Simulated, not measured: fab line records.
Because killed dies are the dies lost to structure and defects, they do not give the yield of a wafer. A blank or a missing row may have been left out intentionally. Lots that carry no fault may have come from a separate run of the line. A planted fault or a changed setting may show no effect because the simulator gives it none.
Comparing a struck lot with a sound one | flow n5_finfet | 15 steps out of a route of 1938
Sound: these wafers, L240.3, L240.4, L240.6. Wafers L239.1, L239.2, L239.6 were the ones struck. The cause is named last.
For every step that has rows: the tool of each side, followed by ch and its chambers, followed by its first start. Under that, the readings that differ: sound wafers | struck wafers | difference of the means | sigmas: that difference in standard deviations of wafers without a fault.
alike: readings with means less than 2 such deviations apart, plus words and numbers identical on both sides. not compared: withheld readings, readings lacking a value on some wafer, bounds such as >300 that could conceal the same value, and numbers that have no deviation in the record and whose values overlap.
A row with sigmas, a row that says differs or no value, or rows on one side alone: a step with any of these is where the two part. Numbers that have no deviation but don't overlap get no sigmas and don't part them. Lack of a reading on every wafer of one side parts them only where that side has two or more wafers.

first, 1 step without rows for these wafers: N5_BEOL_M5_PRE_CLEAN_77 (time 15 s).
N5_BEOL_M5_CO_CAP_78: material Co, precursor CCTBA/H2, target thk 2 nm, time 102.1 s.
  sound on cvd_co-02 ch 0,1,2, day 12 04:47; struck on cvd_co-01 ch 0,2, day 12 04:35
  alike: chamber_pressure_Torr, heater_power_w
  not compared: since_wet_clean_h
then, 1 step without rows for these wafers: N5_BEOL_M5_PRE_CLEAN_55 (time 15 s).
N5_BEOL_M5_DEP_56: deposits SiCN from 3MS/NH3, target thk 8 nm, time 14 s.
  sound on pecvd-02 ch 1,2, day 12 04:54; struck on pecvd-04 ch 0,1,2, day 12 04:42
  reading                | sound       | struck      | difference | sigmas
  throttle_valve_pct (%) | 9.4 9.2 9.0 | 8.4 8.5 7.9 | -0.9       | -2
  alike: chamber_pressure_Torr, showerhead_plenum_p_Torr
  not compared: since_wet_clean_h
N5_BEOL_M5_RS_MEAS_57: measures by four-point-probe.
  struck on film_metro-02, day 12 04:46; sound on film_metro-01, day 12 04:58
  alike: M5_RS
N5_BEOL_M5_INSPECT_58: inspects for defects (darkfield).
  struck on defect_inspect-02, day 12 04:47; sound on defect_inspect-02, day 12 04:59
  alike: raw_defect_count
then, 1 step without rows for these wafers: N5_BEOL_M6_ILD_DEP_00 (deposits SiCOH lowk from DEMS/porogen, target thk 179.75 nm, time 33.4 s).
N5_BEOL_M6_CURE_74: cures SiCOH lowk, time 240 s.
  sound on uv_cure-02 ch 2, day 12 05:15; struck on uv_cure-03 ch 2, day 12 04:53
  alike: lamp_power_pct, wafer_temp_C_max
N5_BEOL_M6_THK_MEAS_01:
  struck on film_metro-02, day 12 05:25; sound on film_metro-01, day 12 05:37
  alike: M6_ILD_THK
N5_BEOL_M6_PECVD_70: deposits SiO2 from TEOS/O2, target thk 20 nm, time 22.7 s.
  sound on pecvd-01 ch 1,2, day 12 05:38; struck on pecvd-03 ch 1,2, day 12 05:26
  alike: chamber_pressure_Torr, heater_power_w, showerhead_plenum_p_Torr, throttle_valve_pct
  not compared: since_wet_clean_h
N5_BEOL_M6_HM_DEP_02: deposits TiN, target thk 20 nm.
  struck on pvd_sputter-01, day 12 05:33; sound on pvd_sputter-01, day 12 05:55
  alike: throttle_valve_pct
then, 1 step without rows for these wafers: N5_BEOL_M6_COAT_59 (time 60 s, resist thk 100 nm).
N5_BEOL_M6_COAT_60: time 60 s, resist thk 35 nm.
  sound on litho_track-04 ch 0, day 12 06:03; struck on litho_track-05 ch 0, day 12 05:41
  reading                  | sound                | struck               | difference | sigmas
  heater_power_total_W (W) | 424.2 429.4 431.1    | 438.9 436.5 437.0    | +9.2       | +4
  plate_temp_C (C)         | 219.95 220.11 220.04 | 225.29 225.20 225.18 | +5.19      | +31
  alike: spin_speed_rpm
then, 1 step without rows for these wafers: N5_BEOL_M6_COAT_05 (resist thk 90 nm).
N5_PASSIVATION_PROBE_49:
  the record has rows for the sound wafers here (prober-01, day 15 20:45) and none for the struck ones

== WHERE THEY PART ==
First at N5_BEOL_M5_DEP_56; last, within this record, at N5_PASSIVATION_PROBE_49.

WHY: whatever the simulator had introduced
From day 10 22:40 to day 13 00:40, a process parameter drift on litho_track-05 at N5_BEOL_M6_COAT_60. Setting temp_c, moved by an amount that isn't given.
